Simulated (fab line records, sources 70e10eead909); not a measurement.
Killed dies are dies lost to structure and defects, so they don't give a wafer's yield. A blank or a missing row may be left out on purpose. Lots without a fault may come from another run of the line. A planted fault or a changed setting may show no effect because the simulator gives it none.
Chamber matching | flow nand_harc | NHARC_A_STAIRCASE_DEP_156 on pecvd-02: 3 sister chambers
The step deposits SiNx, target thk 50 nm. 6 wafers are shown with their chamber, then 8 later ones without.

WAFERS WITH THEIR CHAMBER
wafer  | chamber | heater_power_w (W) | heater_power_outer_w (W)
L085.4 | 0       | 497                | 270
L087.1 | 0       | 586                | 325
L088.2 | 2       | 667                | 342
L088.4 | 2       | 686                | 345
L088.6 | 1       | 702                | 414
L091.2 | 1       | 647                | 377

WAFERS WITHOUT THEIR CHAMBER
wafer  | heater_power_w (W) | heater_power_outer_w (W)
L091.3 | 835                | 427
L091.4 | 840                | 439
L093.1 | 626                | 352
L093.3 | 697                | 416
L093.5 | 638                | 357
L097.2 | 627                | 360
L097.3 | 777                | 417
L097.6 | 662                | 386

WHICH CHAMBER EACH WENT THROUGH
wafer  | from the rows above          | in truth
L091.3 | can't be placed: 1 or 2      | 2
L091.4 | can't be placed: 1 or 2      | 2
L093.1 | can't be placed: 2 or 1 or 0 | 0
L093.3 | can't be placed: 1 or 2      | 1
L093.5 | can't be placed: 2 or 1      | 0
L097.2 | can't be placed: 2 or 1 or 0 | 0
L097.3 | can't be placed: 1 or 2      | 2
L097.6 | can't be placed: 1 or 2      | 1
Placed correctly: 0 of 8. Can't be placed from these rows: 8 (the true chamber is among the candidates in 7). Placed wrongly: 0.
How it was worked out, from the rows above alone: a wafer's distance from a chamber is the root of the sum, over the readings, of the square of ((its reading less the chamber's mean) divided by the reading's scatter). The wafer belongs to the nearest chamber; if the next one is less than 2 further off, it can't be placed. A chamber's mean is the mean of its shown wafers. The scatter: the root of (the sum of the squares of (reading less its chamber's mean) over the shown wafers, divided by (wafers less chambers)).
